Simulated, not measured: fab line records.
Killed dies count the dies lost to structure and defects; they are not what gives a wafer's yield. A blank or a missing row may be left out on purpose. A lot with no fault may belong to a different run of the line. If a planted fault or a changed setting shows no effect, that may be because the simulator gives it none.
Matching of chambers / flow n5-finfet / rie-diel-01 running N5_BEOL_M12_ETCH_67: 4 sister chambers
The step etches SiARC in CF4, target depth 143 nm, time 238.3 s. 24 wafers are shown with their chamber, then 12 later ones without.

WAFERS WITH THEIR CHAMBER
wafer=L078.1; chamber=0; drypump-motor-current-A (A)=6.5; showerhead-plenum-p-Torr (Torr)=2.26; throttle-valve-pct (%)=15.71
wafer=L078.2; chamber=3; drypump-motor-current-A (A)=6.1; showerhead-plenum-p-Torr (Torr)=2.17; throttle-valve-pct (%)=15.70
wafer=L078.3; chamber=1; drypump-motor-current-A (A)=6.6; showerhead-plenum-p-Torr (Torr)=2.12; throttle-valve-pct (%)=15.95
wafer=L083.1; chamber=0; drypump-motor-current-A (A)=6.5; showerhead-plenum-p-Torr (Torr)=2.26; throttle-valve-pct (%)=15.72
wafer=L083.2; chamber=1; drypump-motor-current-A (A)=6.6; showerhead-plenum-p-Torr (Torr)=2.12; throttle-valve-pct (%)=15.96
wafer=L083.3; chamber=3; drypump-motor-current-A (A)=6.1; showerhead-plenum-p-Torr (Torr)=2.16; throttle-valve-pct (%)=15.75
wafer=L083.4; chamber=2; drypump-motor-current-A (A)=5.9; showerhead-plenum-p-Torr (Torr)=2.14; throttle-valve-pct (%)=15.58
wafer=L083.5; chamber=1; drypump-motor-current-A (A)=6.6; showerhead-plenum-p-Torr (Torr)=2.12; throttle-valve-pct (%)=15.98
wafer=L083.6; chamber=2; drypump-motor-current-A (A)=5.9; showerhead-plenum-p-Torr (Torr)=2.13; throttle-valve-pct (%)=15.59
wafer=L084.1; chamber=3; drypump-motor-current-A (A)=6.1; showerhead-plenum-p-Torr (Torr)=2.16; throttle-valve-pct (%)=15.75
wafer=L084.3; chamber=2; drypump-motor-current-A (A)=5.9; showerhead-plenum-p-Torr (Torr)=2.13; throttle-valve-pct (%)=15.58
wafer=L084.5; chamber=3; drypump-motor-current-A (A)=6.1; showerhead-plenum-p-Torr (Torr)=2.16; throttle-valve-pct (%)=15.73
wafer=L085.2; chamber=1; drypump-motor-current-A (A)=6.7; showerhead-plenum-p-Torr (Torr)=2.11; throttle-valve-pct (%)=15.98
wafer=L085.4; chamber=2; drypump-motor-current-A (A)=5.9; showerhead-plenum-p-Torr (Torr)=2.13; throttle-valve-pct (%)=15.59
wafer=L085.5; chamber=2; drypump-motor-current-A (A)=5.9; showerhead-plenum-p-Torr (Torr)=2.13; throttle-valve-pct (%)=15.59
wafer=L088.1; chamber=2; drypump-motor-current-A (A)=5.9; showerhead-plenum-p-Torr (Torr)=2.13; throttle-valve-pct (%)=15.57
wafer=L088.2; chamber=3; drypump-motor-current-A (A)=6.1; showerhead-plenum-p-Torr (Torr)=2.16; throttle-valve-pct (%)=15.76
wafer=L088.3; chamber=1; drypump-motor-current-A (A)=6.7; showerhead-plenum-p-Torr (Torr)=2.11; throttle-valve-pct (%)=15.98
wafer=L088.4; chamber=0; drypump-motor-current-A (A)=6.5; showerhead-plenum-p-Torr (Torr)=2.25; throttle-valve-pct (%)=15.75
wafer=L088.5; chamber=1; drypump-motor-current-A (A)=6.6; showerhead-plenum-p-Torr (Torr)=2.11; throttle-valve-pct (%)=16.00
wafer=L088.6; chamber=2; drypump-motor-current-A (A)=5.9; showerhead-plenum-p-Torr (Torr)=2.13; throttle-valve-pct (%)=15.59
wafer=L091.1; chamber=2; drypump-motor-current-A (A)=5.9; showerhead-plenum-p-Torr (Torr)=2.13; throttle-valve-pct (%)=15.60
wafer=L091.2; chamber=0; drypump-motor-current-A (A)=6.5; showerhead-plenum-p-Torr (Torr)=2.25; throttle-valve-pct (%)=15.78
wafer=L091.5; chamber=2; drypump-motor-current-A (A)=5.9; showerhead-plenum-p-Torr (Torr)=2.13; throttle-valve-pct (%)=15.60

SIGNATURES (means of the wafers above)
reading=drypump-motor-current-A; chamber 0=6.500; chamber 1=6.633; chamber 2=5.900; chamber 3=6.100; scatter within a chamber=0.0258
reading=showerhead-plenum-p-Torr; chamber 0=2.2550; chamber 1=2.1150; chamber 2=2.1311; chamber 3=2.1620; scatter within a chamber=0.00458
reading=throttle-valve-pct; chamber 0=15.7400; chamber 1=15.9750; chamber 2=15.5878; chamber 3=15.7380; scatter within a chamber=0.0195
Rule: for each reading, subtract the chamber's mean from the wafer's reading, divide by that reading's scatter and square the result; add these up over the readings and take the root, which gives the wafer's distance from the chamber. The wafer belongs to the nearest chamber; if the next one is less than 2 further off, it can't be placed. The scatter: the root of (the sum of the squares of (reading less its chamber's mean) over the shown wafers, divided by (wafers less chambers)).

WAFERS MISSING THEIR CHAMBER
wafer=L093.1; drypump-motor-current-A (A)=6.1; showerhead-plenum-p-Torr (Torr)=2.15; throttle-valve-pct (%)=15.79
wafer=L093.2; drypump-motor-current-A (A)=5.9; showerhead-plenum-p-Torr (Torr)=2.13; throttle-valve-pct (%)=15.63
wafer=L093.5; drypump-motor-current-A (A)=6.1; showerhead-plenum-p-Torr (Torr)=2.15; throttle-valve-pct (%)=15.77
wafer=L096.1; drypump-motor-current-A (A)=6.5; showerhead-plenum-p-Torr (Torr)=2.25; throttle-valve-pct (%)=15.79
wafer=L096.2; drypump-motor-current-A (A)=6.6; showerhead-plenum-p-Torr (Torr)=2.11; throttle-valve-pct (%)=15.52
wafer=L096.3; drypump-motor-current-A (A)=5.9; showerhead-plenum-p-Torr (Torr)=2.13; throttle-valve-pct (%)=15.61
wafer=L096.4; drypump-motor-current-A (A)=6.5; showerhead-plenum-p-Torr (Torr)=2.25; throttle-valve-pct (%)=15.78
wafer=L096.5; drypump-motor-current-A (A)=5.9; showerhead-plenum-p-Torr (Torr)=2.12; throttle-valve-pct (%)=15.63
wafer=L096.6; drypump-motor-current-A (A)=6.6; showerhead-plenum-p-Torr (Torr)=2.11; throttle-valve-pct (%)=15.51
wafer=L097.1; drypump-motor-current-A (A)=5.9; showerhead-plenum-p-Torr (Torr)=2.12; throttle-valve-pct (%)=15.63
wafer=L097.2; drypump-motor-current-A (A)=6.6; showerhead-plenum-p-Torr (Torr)=2.11; throttle-valve-pct (%)=15.52
wafer=L097.4; drypump-motor-current-A (A)=6.6; showerhead-plenum-p-Torr (Torr)=2.11; throttle-valve-pct (%)=15.51

EACH ONE'S CHAMBER
wafer=L093.1; from the rows above=3; in truth=3
wafer=L093.2; from the rows above=2; in truth=2
wafer=L093.5; from the rows above=3; in truth=3
wafer=L096.1; from the rows above=0; in truth=0
wafer=L096.2; from the rows above=can't be placed: 1 or 3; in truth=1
wafer=L096.3; from the rows above=2; in truth=2
wafer=L096.4; from the rows above=0; in truth=0
wafer=L096.5; from the rows above=2; in truth=2
wafer=L096.6; from the rows above=can't be placed: 1 or 3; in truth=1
wafer=L097.1; from the rows above=2; in truth=2
wafer=L097.2; from the rows above=can't be placed: 1 or 3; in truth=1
wafer=L097.4; from the rows above=can't be placed: 1 or 3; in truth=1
Correct placement for 8 of the 12. These rows do not allow placing 4 (true chamber among the candidates in 4). Number placed wrongly: 0.
